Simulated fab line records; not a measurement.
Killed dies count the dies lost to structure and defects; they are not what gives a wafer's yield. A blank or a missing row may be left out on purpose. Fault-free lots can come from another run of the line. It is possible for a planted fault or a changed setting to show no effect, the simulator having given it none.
Which tool was responsible? + flow n5Finfet + 24 wafers from 8 lots sampled at 5 of the route's 1938 steps

## WHAT THE GAUGES READ, wafer by wafer
N5_BEOL_M4_RC_MEAS_101. Usual: DIBL_N 36.7 mV/V, standard deviation 1.8; DIBL_P 37.0 mV/V, standard deviation 2.4; IOFF_N 0.17 nA/um, standard deviation 0.036; IOFF_P 0.22 nA/um, standard deviation 0.042; ION_N 673 uA/um, standard deviation 12; ION_P 462 uA/um, standard deviation 8.5; SS_N 71.7 mV/dec, standard deviation 0.62; SS_P 73.4 mV/dec, standard deviation 0.65; VT_N 250 mV, standard deviation 3.7; VT_P -250 mV, standard deviation 3.7.
| lot  | measured     | on        | DIBL_N (mV/V)  | DIBL_P (mV/V)  | IOFF_N (nA/um) | IOFF_P (nA/um) | ION_N (uA/um) | ION_P (uA/um) | SS_N (mV/dec)  | SS_P (mV/dec)  | VT_N (mV)   | VT_P (mV)      | flag |
|------|--------------|-----------|----------------|----------------|----------------|----------------|---------------|---------------|----------------|----------------|-------------|----------------|------|
| L705 | day 8 22:50  | prober-01 | 38.0 36.5 37.5 | 39.7 37.5 39.1 | 0.19 0.16 0.18 | 0.24 0.20 0.23 | 682 676 678   | 462 460 458   | 72.3 71.0 71.5 | 73.6 73.5 74.0 | 247 250 248 | -250 -252 -251 |      |
| L715 | day 10 23:26 | prober-01 | 36.1 34.9 35.9 | 37.0 35.6 35.9 | 0.14 0.12 0.13 | 0.20 0.18 0.19 | 658 649 659   | 454 449 455   | 70.6 71.2 71.2 | 73.7 73.3 73.3 | 254 256 251 | -250 -251 -254 |      |
| L722 | day 12 18:59 | prober-02 | 39.3 40.1 37.9 | 41.1 41.8 40.0 | 0.23 0.24 0.21 | 0.29 0.32 0.28 | 690 694 692   | 478 473 478   | 71.9 72.3 72.5 | 73.8 74.4 74.2 | 243 243 243 | -244 -242 -242 |      |
| L723 | day 12 23:07 | prober-02 | 38.5 36.2 35.7 | 35.5 32.7 33.9 | 0.19 0.14 0.16 | 0.22 0.17 0.20 | 677 662 686   | 463 453 471   | 73.4 71.1 71.4 | 73.6 72.6 72.8 | 249 253 250 | -246 -251 -249 |      |
| L725 | day 13 12:33 | prober-01 | 35.7 36.7 32.1 | 34.9 36.2 30.0 | 0.15 0.17 0.10 | 0.19 0.22 0.14 | 678 686 662   | 461 464 456   | 71.4 71.0 70.7 | 73.1 73.8 72.4 | 251 250 256 | -249 -249 -255 |      |

## WHICH TOOL RAN EACH LOT (tool, then ch and the chambers of the sampled wafers, then the start)
| lot  | N5_BEOL_M1_STRIP_66               | N5_BEOL_M1_ETCH_77                | N5_BEOL_M1_STRIP_36               | N5_BEOL_M1_STRIP_97                          |
|------|-----------------------------------|-----------------------------------|-----------------------------------|----------------------------------------------|
| L705 | rieDiel-05 ch 1,2,3, day 6 04:46  | rieDiel-06 ch 1,2,3, day 6 05:36  | rieDiel-05 ch 0,2,3, day 6 16:22  | rieDiel-05 ch 0,2,3, day 8 22:50 or earlier  |
| L715 | rieDiel-05 ch 1,2,3, day 8 12:48  | rieDiel-06 ch 1,2, day 8 13:30    | rieDiel-06 ch 0,2,3, day 8 15:38  | rieDiel-06 ch 0,2,3, day 10 23:26 or earlier |
| L720 | rieDiel-03 ch 1,2,3, day 9 19:58  | rieDiel-03 ch 0,1,3, day 9 20:40  | rieDiel-03 ch 0,1,2, day 10 02:14 | rieDiel-03 ch 0,1,2, day 10 02:21            |
| L719 | rieDiel-03 ch 0,2,3, day 9 20:19  | rieDiel-03 ch 1,2,3, day 9 21:08  | rieDiel-06 ch 0,1, day 10 07:45   | rieDiel-06 ch 0,1, day 10 07:52              |
| L721 | rieDiel-05 ch 0,1,3, day 10 03:34 | rieDiel-05 ch 1,2,3, day 10 04:16 | rieDiel-05 ch 0,1,2, day 10 06:20 | rieDiel-05 ch 0,1,2, day 10 06:27            |
| L722 | rieDiel-06 ch 0,3, day 10 06:52   | rieDiel-03 ch 0,1,3, day 10 07:34 | rieDiel-05 ch 1,2,3, day 10 08:13 | rieDiel-05 ch 1,2,3, day 12 18:59 or earlier |
| L723 | rieDiel-05 ch 2,3, day 10 16:58   | rieDiel-03 ch 2,3, day 10 17:48   | rieDiel-05 ch 0,2,3, day 10 19:46 | rieDiel-05 ch 0,2,3, day 12 23:07 or earlier |
| L725 | rieDiel-05 ch 1,2,3, day 10 21:17 | rieDiel-03 ch 0,2,3, day 10 22:08 | rieDiel-06 ch 0,2,3, day 11 07:14 | rieDiel-06 ch 0,2,3, day 13 12:33 or earlier |
- N5_BEOL_M1_STRIP_66: strips in CF4.
- N5_BEOL_M1_ETCH_77: etches underlayer in N2/H2, target depth 6.5 nm, time 5.2 s.
- N5_BEOL_M1_STRIP_36: strips in N2/H2.
- N5_BEOL_M1_STRIP_97: strips in N2/H2, time 10 s.

## AS READ BY THE TOOLS THEMSELVES (means over the sampled wafers that have a number; for cases with no such wafer, the mark the record gives instead)
N5_BEOL_M1_STRIP_66. Usual: biasPowerW 74.99 W (standard deviation 0.23); cf4FlowSccm 150.0 sccm (standard deviation 0.48); drypumpMotorCurrentA 5.6 A (standard deviation 0.48); oesProductAu 0.78 a.u. (standard deviation 0.057); rfVppV 271.0 V (standard deviation 1.3); showerheadPlenumPTorr 1.79 Torr (standard deviation 0.054); throttleValvePct 13.51 % (standard deviation 0.16).
| lot  | tool       | biasPowerW (W) | cf4FlowSccm (sccm) | drypumpMotorCurrentA (A) | oesProductAu (a.u.) | rfVppV (V) | showerheadPlenumPTorr (Torr) | throttleValvePct (%) | flag |
|------|------------|----------------|--------------------|--------------------------|---------------------|------------|------------------------------|----------------------|------|
| L705 | rieDiel-05 | 74.89          | 150.4              | 5.8                      | 0.78                | 270.6      | 1.79                         | 13.54                |      |
| L715 | rieDiel-05 | 75.33          | 150.1              | 5.8                      | 0.85                | 270.0      | 1.79                         | 13.38                |      |
| L720 | rieDiel-03 | 74.76          | 149.8              | 5.6                      | 0.79                | 270.7      | 1.79                         | 13.43                |      |
| L719 | rieDiel-03 | 74.89          | 149.7              | 5.6                      | 0.76                | 271.3      | 1.80                         | 13.51                |      |
| L721 | rieDiel-05 | 75.14          | 150.0              | 6.1                      | 0.78                | 270.2      | 1.78                         | 13.54                |      |
| L722 | rieDiel-06 | 74.84          | 150.1              | 5.8                      | 0.74                | 272.2      | 1.87                         | 13.58                |      |
| L723 | rieDiel-05 | 74.86          | 150.2              | 5.7                      | 0.78                | 271.2      | 1.79                         | 13.48                |      |
| L725 | rieDiel-05 | 75.01          | 150.0              | 5.8                      | 0.82                | 270.5      | 1.78                         | 13.41                |      |

N5_BEOL_M1_ETCH_77. Usual: drypumpMotorCurrentA 5.7 A, standard deviation 0.38; etchRfOnTimeS 5.17 s, standard deviation 0.14; oesProductAu 0.67 a.u., standard deviation 0.044; rfVppV 524.0 V, standard deviation 2.9; showerheadPlenumPTorr 2.54 Torr, standard deviation 0.1; throttleValvePct 17.77 %, standard deviation 0.23.
| lot  | tool       | drypumpMotorCurrentA (A) | etchRfOnTimeS (s) | oesProductAu (a.u.) | rfVppV (V) | showerheadPlenumPTorr (Torr) | throttleValvePct (%) | flag |
|------|------------|--------------------------|-------------------|---------------------|------------|------------------------------|----------------------|------|
| L705 | rieDiel-06 | 5.8                      | 5.18              | 0.67                | 524.2      | 2.53                         | 17.96                |      |
| L715 | rieDiel-06 | 5.9                      | 5.12              | 0.67                | 523.1      | 2.50                         | 18.13                |      |
| L720 | rieDiel-03 | 5.3                      | 5.14              | 0.69                | 523.9      | 2.56                         | 17.68                |      |
| L719 | rieDiel-03 | 5.6                      | 5.10              | 0.70                | 524.7      | 2.52                         | 17.62                |      |
| L721 | rieDiel-05 | 5.8                      | 5.21              | 0.72                | 524.3      | 2.54                         | 17.72                |      |
| L722 | rieDiel-03 | 5.3                      | 5.19              | 0.69                | 523.8      | 2.56                         | 17.66                |      |
| L723 | rieDiel-03 | 5.4                      | 5.27              | 0.66                | 524.9      | 2.59                         | 17.76                |      |
| L725 | rieDiel-03 | 5.6                      | 5.16              | 0.65                | 523.3      | 2.55                         | 17.73                |      |

N5_BEOL_M1_STRIP_36. Usual: biasPowerW 7.001 W (standard deviation 0.021); chamberPressureMTorr 20.00 mTorr (standard deviation 0.032); drypumpMotorCurrentA 5.7 A (standard deviation 0.44); oesProductAu 0.78 a.u. (standard deviation 0.062); rfVppV 59.2 V (standard deviation 1.5); showerheadPlenumPTorr 2.54 Torr (standard deviation 0.085); throttleValvePct 23.54 % (standard deviation 0.29).
| lot  | tool       | biasPowerW (W) | chamberPressureMTorr (mTorr) | drypumpMotorCurrentA (A) | oesProductAu (a.u.) | rfVppV (V) | showerheadPlenumPTorr (Torr) | throttleValvePct (%) | flag |
|------|------------|----------------|------------------------------|--------------------------|---------------------|------------|------------------------------|----------------------|------|
| L705 | rieDiel-05 | 6.986          | 20.01                        | 5.5                      | 0.79                | 58.9       | 2.56                         | 23.55                |      |
| L715 | rieDiel-06 | 7.005          | 19.99                        | 5.9                      | 0.75                | 60.2       | 2.61                         | 23.62                |      |
| L720 | rieDiel-03 | -              | -                            | -                        | -                   | -          | -                            | -                    | OFF  |
| L719 | rieDiel-06 | -              | -                            | -                        | -                   | -          | -                            | -                    | OFF  |
| L721 | rieDiel-05 | -              | -                            | -                        | -                   | -          | -                            | -                    | OFF  |
| L722 | rieDiel-05 | 6.997          | 19.97                        | 5.8                      | 0.83                | 58.2       | 2.53                         | 23.50                |      |
| L723 | rieDiel-05 | 6.989          | 19.98                        | 5.5                      | 0.76                | 59.4       | 2.54                         | 23.60                |      |
| L725 | rieDiel-06 | 7.021          | 19.99                        | 5.9                      | 0.74                | 59.4       | 2.61                         | 23.63                |      |

N5_BEOL_M1_STRIP_97. Usual: biasPowerW 6.999 W (standard deviation 0.022); chamberPressureMTorr 20.000 mTorr (standard deviation 0.018); drypumpMotorCurrentA 5.7 A (standard deviation 0.44); oesProductAu 0.78 a.u. (standard deviation 0.062); rfVppV 59.2 V (standard deviation 0.93); showerheadPlenumPTorr 2.54 Torr (standard deviation 0.085); throttleValvePct 23.54 % (standard deviation 0.29).
| lot  | tool       | biasPowerW (W) | chamberPressureMTorr (mTorr) | drypumpMotorCurrentA (A) | oesProductAu (a.u.) | rfVppV (V) | showerheadPlenumPTorr (Torr) | throttleValvePct (%) | flag |
|------|------------|----------------|------------------------------|--------------------------|---------------------|------------|------------------------------|----------------------|------|
| L705 | rieDiel-05 | 6.995          | 19.964                       | 5.5                      | 0.79                | 58.8       | 2.56                         | 23.55                |      |
| L715 | rieDiel-06 | 6.998          | 20.009                       | 5.9                      | 0.75                | 59.4       | 2.61                         | 23.62                |      |
| L720 | rieDiel-03 | 7.011          | 20.000                       | 5.7                      | 0.79                | 58.3       | 2.47                         | 23.24                |      |
| L719 | rieDiel-06 | 7.016          | 20.007                       | 5.8                      | 0.75                | 58.5       | 2.55                         | 23.57                |      |
| L721 | rieDiel-05 | 7.012          | 19.987                       | 5.6                      | 0.82                | 59.9       | 2.52                         | 23.48                |      |
| L722 | rieDiel-05 | 6.990          | 20.007                       | 5.8                      | 0.84                | 59.2       | 2.53                         | 23.51                |      |
| L723 | rieDiel-05 | 7.012          | 20.017                       | 5.5                      | 0.75                | 59.2       | 2.54                         | 23.60                |      |
| L725 | rieDiel-06 | 6.991          | 19.990                       | 5.9                      | 0.74                | 58.9       | 2.61                         | 23.64                |      |

## THE ANSWER, worked out from the rows above alone
Rule: a lot is off if the mean of its wafers that have a number lies more than 3 standard deviations from the usual mean. Also off: a lot with no number at a reading for which 4 or more lots have one. All remaining lots with rows at the step are treated as sound. The gauges are gone through in route order, then the tools' own readings, and for those a lot's mean is taken as printed above. At the first step where some lot is off, the reading lying furthest off is the one used; lots without a number count as furthest.
Off at N5_BEOL_M1_STRIP_36 (biasPowerW): L720, L719, L721. Without a number there: L720, L719, L721.
A tool fits if, at that step or a process step before it, it ran every lot that is off, and no sound lot after the first of them. No candidate that was tried fits.

## WHAT HAD BEEN PUT IN BY THE SIMULATOR
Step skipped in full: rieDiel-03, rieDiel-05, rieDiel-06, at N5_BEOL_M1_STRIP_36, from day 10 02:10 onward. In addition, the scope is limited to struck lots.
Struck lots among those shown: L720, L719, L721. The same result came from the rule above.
